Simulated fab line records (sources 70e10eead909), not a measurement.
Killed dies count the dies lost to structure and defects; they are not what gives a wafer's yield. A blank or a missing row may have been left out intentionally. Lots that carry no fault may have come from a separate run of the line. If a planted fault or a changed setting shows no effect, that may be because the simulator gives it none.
Which tool was responsible?    flow nand_harc    36 wafers from 12 lots sampled at 3 of the route's 1302 steps

== WHAT THE GAUGES READ, wafer by wafer ==
NHARC_A_CONTACT_CD_MEAS_08: the cd target is 200 nm.
lot   measured      on         cd_nm (nm)
L074  day 22 17:52  cd_sem-01  199.7 199.8 199.6
L077  day 24 00:52  cd_sem-01  199.8 201.0 200.5
L078  day 25 01:41  cd_sem-02  199.6 200.3 199.2
L082  day 25 18:08  cd_sem-01  199.9 199.0 200.0
L083  day 25 22:46  cd_sem-01  199.3 199.7 199.1
L085  day 27 02:55  cd_sem-03  200.0 198.9 198.8
L087  day 27 10:49  cd_sem-01  198.9 199.8 199.6
L089  day 28 17:26  cd_sem-03  199.3 200.5 199.6
L091  day 29 12:13  cd_sem-01  198.9 200.0 199.2
L093  day 30 07:47  cd_sem-03  200.7 200.1 199.5
L094  day 30 15:07  cd_sem-01  200.9 200.1 201.1
L097  day 32 08:14  cd_sem-01  198.9 200.4 199.4

== EACH LOT AND THE TOOL THAT RAN IT (in order: tool; ch and the chambers of the sampled wafers; start) ==
lot   NHARC_A_CONTACT_DEP_29           NHARC_A_CONTACT_DEP_58
L074  pecvd-03 ch 1,2, day 21 18:00    pecvd-03 ch 1,2, day 22 09:06
L077  pecvd-03 ch 0,1, day 23 04:20    pecvd-02 ch 0,1,2, day 23 15:08
L078  pecvd-01 ch 0,1,2, day 24 02:04  pecvd-02 ch 0,1,2, day 24 15:47
L082  pecvd-03 ch 0,1, day 24 21:24    pecvd-02 ch 0,1,2, day 25 07:29
L083  pecvd-03 ch 0,1,2, day 25 03:43  pecvd-03 ch 0,1,2, day 25 14:07
L085  pecvd-01 ch 0,2, day 26 01:07    pecvd-02 ch 0,2, day 26 15:23
L087  pecvd-03 ch 1,2, day 26 10:17    pecvd-01 ch 0,1,2, day 27 02:22
L089  pecvd-03 ch 0,1, day 27 20:17    pecvd-03 ch 0,1,2, day 28 07:25
L091  pecvd-03 ch 0,2, day 28 11:41    pecvd-02 ch 1,2, day 29 01:19
L093  pecvd-02 ch 1,2, day 29 11:14    pecvd-03 ch 0,1,2, day 29 22:45
L094  pecvd-01 ch 0,2, day 29 19:32    pecvd-01 ch 0,2, day 30 06:37
L097  pecvd-01 ch 1,2, day 31 06:04    pecvd-02 ch 0,1, day 31 17:40
- NHARC_A_CONTACT_DEP_29: deposits SiON, target thk 100 nm.
- NHARC_A_CONTACT_DEP_58: deposits SiON, target thk 90 nm.

== THE ANSWER, worked out from the rows above alone ==
Rule: usual is defined by the lots themselves. Put in order of their means at a reading, lots are off if they are a third of the lots or fewer, leave a main group of 4 or more, and stand apart from it by a gap of 3 or more times the standard deviation of the main group's means; of several such gaps the widest counts. The tables above print the reading to a certain number of digits; a main group whose means all agree to those digits is not used. A lot without any number at a reading at which 4 lots or more have one is off too. Any other lot the step has rows for is counted as sound.
None of the lots is off at any reading shown; this tells nothing.

== WHAT THE SIMULATOR PUT IN ==
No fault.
